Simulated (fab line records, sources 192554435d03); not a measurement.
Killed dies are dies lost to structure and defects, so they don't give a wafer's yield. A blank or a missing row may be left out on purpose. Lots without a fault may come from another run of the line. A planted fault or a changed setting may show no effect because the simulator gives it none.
Which tool did it? | flow n5_finfet | 10 lots, 28 wafers sampled, at 4 steps of a route of 1938

WHAT THE GAUGES READ, wafer by wafer
N5_BEOL_M12_THK_MEAS_01.
lot  | measured     | on            | M12_ILD_THK (nm)
L777 | day 11 03:40 | film_metro-02 | 655 658 672
L775 | day 11 06:22 | film_metro-01 | 652 651 658
L779 | day 11 17:04 | film_metro-02 | 642 660 669
L780 | day 12 00:41 | film_metro-02 | 656 665 668
L782 | day 12 01:08 | film_metro-01 | 649 670 656
L781 | day 12 09:58 | film_metro-02 | 646 663 666
L789 | day 14 19:26 | film_metro-01 | 761 653
L790 | day 15 06:40 | film_metro-02 | 765 755
L794 | day 15 16:02 | film_metro-02 | 651 665 658
L793 | day 15 18:15 | film_metro-02 | 653 663 669

WHICH TOOL RAN EACH LOT (tool, then ch and the chambers of the sampled wafers, then the start)
lot  | N5_BEOL_M11_DEGAS_44         | N5_BEOL_M11_CMP_52            | N5_BEOL_M12_ILD_DEP_00
L777 | pvd_sputter-01, day 11 01:44 | cmp-04 ch 1,3, day 11 03:02   | pecvd-03 ch 0,2, day 11 03:32
L775 | pvd_sputter-02, day 11 02:56 | cmp-03 ch 0,1, day 11 05:44   | pecvd-03 ch 0,1,2, day 11 06:13
L779 | pvd_sputter-03, day 11 15:07 | cmp-04 ch 1,2,3, day 11 16:25 | pecvd-02 ch 1,2, day 11 16:53
L780 | pvd_sputter-02, day 11 21:28 | cmp-03 ch 1,2,3, day 12 00:09 | pecvd-03 ch 0,2, day 12 00:34
L782 | pvd_sputter-01, day 11 22:56 | cmp-04 ch 0,1,2, day 12 00:33 | pecvd-03 ch 0,1, day 12 00:59
L781 | pvd_sputter-01, day 12 07:56 | cmp-02 ch 0,2, day 12 09:20   | pecvd-03 ch 0,1,2, day 12 09:50
L789 | pvd_sputter-01, day 14 17:16 | cmp-04 ch 1,2, day 14 18:59   | pecvd-03 ch 0,1, day 14 19:22
L790 | pvd_sputter-02, day 15 04:26 | cmp-03 ch 0,1, day 15 06:03   | pecvd-03 ch 0,2, day 15 06:32
L794 | pvd_sputter-02, day 15 14:12 | cmp-02 ch 1,2,3, day 15 15:25 | pecvd-02 ch 0,1,2, day 15 15:54
L793 | pvd_sputter-02, day 15 16:19 | cmp-02 ch 1,2,3, day 15 17:43 | pecvd-02 ch 0,1, day 15 18:07
- N5_BEOL_M11_DEGAS_44: time 60 s.
- N5_BEOL_M11_CMP_52: polishes, stops on SiCOH lowk, t overpolish 7 s, target thk 140 nm.
- N5_BEOL_M12_ILD_DEP_00: deposits SiOC from DEMS/O2, target thk 658.92 nm, time 130.7 s.

THE ANSWER, worked out from the rows above alone
Rule: what is usual is taken from the lots themselves. Put in order of their means at a reading, lots are off if they are a third of the lots or fewer, leave a main group of 4 or more, and stand apart from it by a gap of 3 or more times the standard deviation of the main group's means; of several such gaps the widest counts. A main group whose means are all the same, to the digits that the tables above print for the reading, isn't used. A lot without any number at a reading at which 4 lots or more have one is off too. The other lots that the step has rows for count as sound.
Off: L789, L790, at N5_BEOL_M12_THK_MEAS_01 (M12_ILD_THK). The main group: mean 659 nm, standard deviation 2.8.
A tool fits if, at a process step before that reading, it ran every lot that is off, and no sound lot after the first of them. The gauges at N5_BEOL_M12_THK_MEAS_01 are tried like those tools. One fits: pecvd-03 at N5_BEOL_M12_ILD_DEP_00. Its last sound lot is L781 (day 12 09:50), its first lot that is off L789 (day 14 19:22): a fault that began between those two fits.

WHAT THE SIMULATOR HAD PUT IN
Process parameter drift: pecvd-03, from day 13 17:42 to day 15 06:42, at N5_BEOL_M12_ILD_DEP_00. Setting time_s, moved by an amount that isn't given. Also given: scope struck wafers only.
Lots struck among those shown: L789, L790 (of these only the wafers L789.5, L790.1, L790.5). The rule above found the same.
